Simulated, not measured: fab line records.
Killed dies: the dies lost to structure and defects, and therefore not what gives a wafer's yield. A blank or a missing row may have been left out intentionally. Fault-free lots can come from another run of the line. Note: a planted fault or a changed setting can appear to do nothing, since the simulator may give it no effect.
Struck lot and sound lot, side by side -- flow n5-finfet -- 42 steps out of a route of 1938
Sound: wafers L102.3, L102.4, L102.6. Struck: wafers L995.4, L995.5 (left out: L995.3, a lot-mate that was not struck); the cause follows at the end.
Per side, at each step with rows, come the tool, then ch with its chambers, and then its first start. Under that, the readings that differ: sound wafers -- struck wafers -- difference of the means -- sigmas: that difference in standard deviations of wafers without a fault.
alike: same words and numbers on both sides, and readings whose means sit less than 2 such deviations apart. not compared: any withheld reading, any reading some wafer has no value for, any bound like >300 that may hide the same value, and any number with overlapping values for which the record gives no deviation.
Wherever a step has rows on one side only, a row that says differs or no value, or a row with sigmas, the two part there. Numbers that don't overlap but have no deviation are shown without sigmas and don't part them. Lack of a reading on every wafer of one side parts them only where that side has two or more wafers.

first, 1 step without rows for these wafers: N5_FIN_CUT_STRIP_31 (strips in N2/H2).
N5_FIN_CUT_STRIP_24: strips in CF4.
  sound on rie-diel-03 ch 0,1,3, day 5 23:11; struck on rie-diel-03 ch 0,3, day 4 03:46
  alike: chamber-pressure-mTorr, drypump-motor-current-A, oes-product-au, rf-vpp-V, showerhead-plenum-p-Torr, throttle-valve-pct
  not compared: rf-hours-counter-h
then, 2 steps without rows for these wafers: N5_FIN_CUT_CUT_ETCH_26 (etches SiNx in CH3F/O2, target depth 39 nm, time 55.7 s); N5_FIN_CUT_CUT_ETCH_27 (etches SiO2 in CHF3/O2, target depth 4 nm, overetch 2 nm, time 4.9 s).
N5_FIN_CUT_PRECLEAN_35: cleans in vHF, time 13.3 s.
  sound on vapor-etch-01 ch 0,1, day 5 23:25; struck on vapor-etch-01 ch 0,1, day 4 03:55
  alike: drypump-motor-current-A
then, 1 step without rows for these wafers: N5_FIN_CUT_CUT_ETCH_15 (etches Si in HBr/Cl2/O2, target depth 100 nm, bt time 10 s, time 42.4 s).
N5_FIN_CUT_CUT_ETCH_28: etches Si in HBr/Cl2/O2, target depth 6 nm, time 2.4 s.
  sound on rie-si-04 ch 0,1,2, day 5 23:31; struck on rie-si-03 ch 1,3, day 4 04:02
  alike: chamber-pressure-mTorr, drypump-motor-current-A, oes-product-au, throttle-valve-pct
  not compared: bias-w, rf-hours-counter-h
N5_FIN_CUT_STRIP_22: strips in N2/H2.
  sound on rie-diel-01 ch 0,3, day 5 23:35; struck on rie-diel-01 ch 2, day 4 04:12
  alike: chamber-pressure-mTorr, drypump-motor-current-A, oes-product-au, rf-vpp-V, showerhead-plenum-p-Torr, throttle-valve-pct
  not compared: rf-hours-counter-h
then, 3 steps without rows for these wafers: N5_FIN_CUT_PRECLEAN_36 (cleans in O3/DIW, time 60 s); N5_FIN_CUT_SRD_32 (time 30 s); N5_FIN_CUT_UV_OZONE_34 (time 120 s).
N5_FIN_CUT_INSPECT_17: inspects for defects (brightfield).
  struck on defect-inspect-01, day 4 04:22; sound on defect-inspect-02, day 5 23:45
  alike: raw-defect-count
N5_STI_FIN_REVEAL_ALD_00: deposits SiO2, target thk 1 nm, pulse time 1 s.
  sound on ald-sin-01 ch 1,2,3, day 5 23:52; struck on ald-sin-02 ch 1, day 4 04:33
  alike: heater-power-w, precursor-pulse-height-rel
  not compared: since-wet-clean-h
then, 4 steps without rows for these wafers: N5_STI_FIN_REVEAL_ALD_14 (deposits Si3N4, target thk 3 nm); N5_STI_FIN_REVEAL_FCVD_FILL_01 (material SiO2 flowable, target thk 312 nm, time 512.2 s); N5_STI_FIN_REVEAL_DENSIFY_02 (time 1800 s); N5_STI_FIN_REVEAL_CMP_04 (polishes, stops on Si3N4, t overpolish 4 s, target thk 131.83 nm).
N5_STI_FIN_REVEAL_THK_MEAS_05:
  struck on film-metro-01, day 4 09:56; sound on film-metro-01, day 6 05:15
  alike: thk-nm
then, 11 steps without rows for these wafers: N5_STI_FIN_REVEAL_DENSIFY_30; N5_STI_FIN_REVEAL_ETCHBACK_08 (etches SiO2 in C4F6/O2, target depth 30.5 nm, time 10.167 s); N5_STI_FIN_REVEAL_STRIP_24 (strips in N2/H2, time 90 s); N5_STI_FIN_REVEAL_PRECLEAN_25 (cleans in SPM, time 90 s); N5_STI_FIN_REVEAL_PRECLEAN_26 (cleans in SC1, time 45 s); N5_STI_FIN_REVEAL_PRECLEAN_29 (cleans in DHF, time 30 s); N5_STI_FIN_REVEAL_SRD_12 (time 30 s); N5_STI_FIN_REVEAL_RECESS_09 (chemistry HF/NH3, target SiO2, afs cycles 11, target depth 42.5 nm, sublimation time 60 s); N5_STI_FIN_REVEAL_STRIP_16 (strips SiNx in H3PO4, target depth 23.8 nm); N5_STI_FIN_REVEAL_PRECLEAN_17 (cleans in NF3:NH3, afs cycles 1, time 20 s, sublimation time 60 s); N5_STI_FIN_REVEAL_ETCH_34 (etches Si in H2, material Si, target depth 0.97 nm).
N5_STI_FIN_REVEAL_OXIDATION_31: chemistry O2 PLASMA REMOTE, time 20 s.
  sound on plasma-asher-01 ch 0,1, day 6 08:06; struck on plasma-asher-01 ch 0,1, day 4 12:41
  alike: chamber-pressure-mTorr, drypump-motor-current-A, heater-power-w
  not compared: rf-hours-counter-h
then, 6 steps without rows for these wafers: N5_STI_FIN_REVEAL_PRECLEAN_32 (cleans in NF3:NH3, afs cycles 1, time 20 s, sublimation time 60 s); N5_STI_FIN_REVEAL_STRIP_35 (strips Si3N4 in H3PO4, target depth 4 nm, time 39 s); N5_STI_FIN_REVEAL_SRD_21 (time 30 s); N5_STI_FIN_REVEAL_OXIDATION_33 (chemistry O2 PLASMA REMOTE, time 20 s); N5_STI_FIN_REVEAL_CLEAN_19 (cleans in O3/DIW, time 120 s); N5_STI_FIN_REVEAL_SRD_23 (time 30 s).
N5_STI_FIN_REVEAL_CD_MEAS_22: target cd 6.238 nm, pitch 28 nm.
  struck on cd-sem-02, day 4 13:11; sound on cd-sem-02, day 6 08:36
  alike: cd-nm
N5_STI_FIN_REVEAL_FIN_H_MEAS_10:
  struck on ocd-01, day 4 13:13; sound on ocd-01, day 6 08:38
  alike: trench-depth-nm
then, 3 steps without rows for these wafers: N5_STI_FIN_REVEAL_PRECLEAN_18 (cleans in SC2, time 45 s); N5_STI_FIN_REVEAL_SRD_28 (time 30 s); N5_DUMMY_GATE_PRECLEAN_00 (cleans in O3/DIW, time 60 s).
-- the record jumps here: 11 days lie between the struck wafers' starts before and after (it left off in module DUMMY_GATE and takes up again in module PASSIVATION, whose first step shown is number 1936 of the route) --
N5_PASSIVATION_PROBE_49:
  rows exist in the record for the struck wafers here (prober-02, day 15 10:20), but not for the sound ones

## WHERE THEY PART
N5_PASSIVATION_PROBE_49 only, going by this record.

WHY: what had been put in by the simulator
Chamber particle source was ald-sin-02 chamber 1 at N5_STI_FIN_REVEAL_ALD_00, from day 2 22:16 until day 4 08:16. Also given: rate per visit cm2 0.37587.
